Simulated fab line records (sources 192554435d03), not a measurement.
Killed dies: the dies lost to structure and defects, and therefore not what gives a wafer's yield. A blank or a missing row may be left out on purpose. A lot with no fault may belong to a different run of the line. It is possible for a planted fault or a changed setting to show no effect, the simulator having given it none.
Matching of chambers + flow n5Finfet + rieDiel-03 running N5_HKMG_FIN_STRIP_89: 4 sister chambers
The step strips SOC in N2/H2, time 20 s. 20 wafers are shown with their chamber, then 10 later ones without.

== WAFERS, EACH WITH ITS CHAMBER ==
| wafer  | chamber | throttleValvePct (%) | showerheadPlenumPTorr (Torr) | oesProductAu (a.u.) |
|--------|---------|----------------------|------------------------------|---------------------|
| L074.1 | 2       | 18.4                 | 3.35                         | 0.76                |
| L074.2 | 0       | 19.2                 | 3.21                         | 0.69                |
| L074.3 | 1       | 19.1                 | 3.31                         | 0.71                |
| L078.1 | 3       | 18.9                 | 3.41                         | 0.87                |
| L078.3 | 1       | 19.1                 | 3.30                         | 0.71                |
| L078.4 | 2       | 18.4                 | 3.35                         | 0.76                |
| L079.2 | 3       | 18.9                 | 3.41                         | 0.87                |
| L079.3 | 1       | 19.1                 | 3.30                         | 0.71                |
| L079.6 | 3       | 18.9                 | 3.41                         | 0.88                |
| L082.1 | 2       | 18.4                 | 3.34                         | 0.76                |
| L082.5 | 1       | 19.1                 | 3.30                         | 0.71                |
| L082.6 | 0       | 19.2                 | 3.20                         | 0.66                |
| L088.1 | 1       | 19.1                 | 3.29                         | 0.69                |
| L088.3 | 3       | 18.9                 | 3.40                         | 0.83                |
| L088.5 | 1       | 19.1                 | 3.29                         | 0.69                |
| L090.1 | 0       | 19.3                 | 3.20                         | 0.66                |
| L090.5 | 3       | 18.9                 | 3.39                         | 0.83                |
| L090.6 | 2       | 18.4                 | 3.33                         | 0.73                |
| L093.2 | 3       | 19.0                 | 3.39                         | 0.82                |
| L093.4 | 0       | 19.3                 | 3.19                         | 0.65                |

SIGNATURES (means of the wafers above)
| reading               | chamber 0 | chamber 1 | chamber 2 | chamber 3 | scatter within a chamber |
|-----------------------|-----------|-----------|-----------|-----------|--------------------------|
| throttleValvePct      | 19.250    | 19.100    | 18.400    | 18.917    | 0.0339                   |
| showerheadPlenumPTorr | 3.2000    | 3.2983    | 3.3425    | 3.4017    | 0.00881                  |
| oesProductAu          | 0.6650    | 0.7033    | 0.7525    | 0.8500    | 0.0186                   |
Rule: for each reading, subtract the chamber's mean from the wafer's reading, divide by that reading's scatter and square the result; add these up over the readings and take the root, which gives the wafer's distance from the chamber. The wafer belongs to the nearest chamber; if the next one is less than 2 further off, it can't be placed. How the scatter is found: for the shown wafers, subtract from each reading the mean of its chamber, square and add these, divide the total by (wafers less chambers), then take the root.

== WAFERS WITH NO CHAMBER GIVEN ==
| wafer  | throttleValvePct (%) | showerheadPlenumPTorr (Torr) | oesProductAu (a.u.) |
|--------|----------------------|------------------------------|---------------------|
| L093.5 | 18.4                 | 3.33                         | 0.73                |
| L095.3 | 19.0                 | 3.39                         | 0.82                |
| L095.4 | 19.0                 | 3.39                         | 0.82                |
| L095.6 | 18.7                 | 3.28                         | 0.96                |
| L096.1 | 19.0                 | 3.39                         | 0.82                |
| L096.5 | 19.0                 | 3.39                         | 0.83                |
| L096.6 | 18.7                 | 3.28                         | 0.96                |
| L097.4 | 18.4                 | 3.32                         | 0.72                |
| L097.5 | 19.0                 | 3.38                         | 0.81                |
| L097.6 | 18.7                 | 3.28                         | 0.93                |

== EACH ONE'S CHAMBER ==
| wafer  | from the rows above     | in truth |
|--------|-------------------------|----------|
| L093.5 | 2                       | 2        |
| L095.3 | 3                       | 3        |
| L095.4 | 3                       | 3        |
| L095.6 | can't be placed: 2 or 3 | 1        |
| L096.1 | 3                       | 3        |
| L096.5 | 3                       | 3        |
| L096.6 | can't be placed: 2 or 3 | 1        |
| L097.4 | 2                       | 2        |
| L097.5 | 3                       | 3        |
| L097.6 | can't be placed: 2 or 3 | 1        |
7 of 10 placed correctly. Not placeable from these rows: 3 (in 0, the candidates include the true chamber). Number placed wrongly: 0.
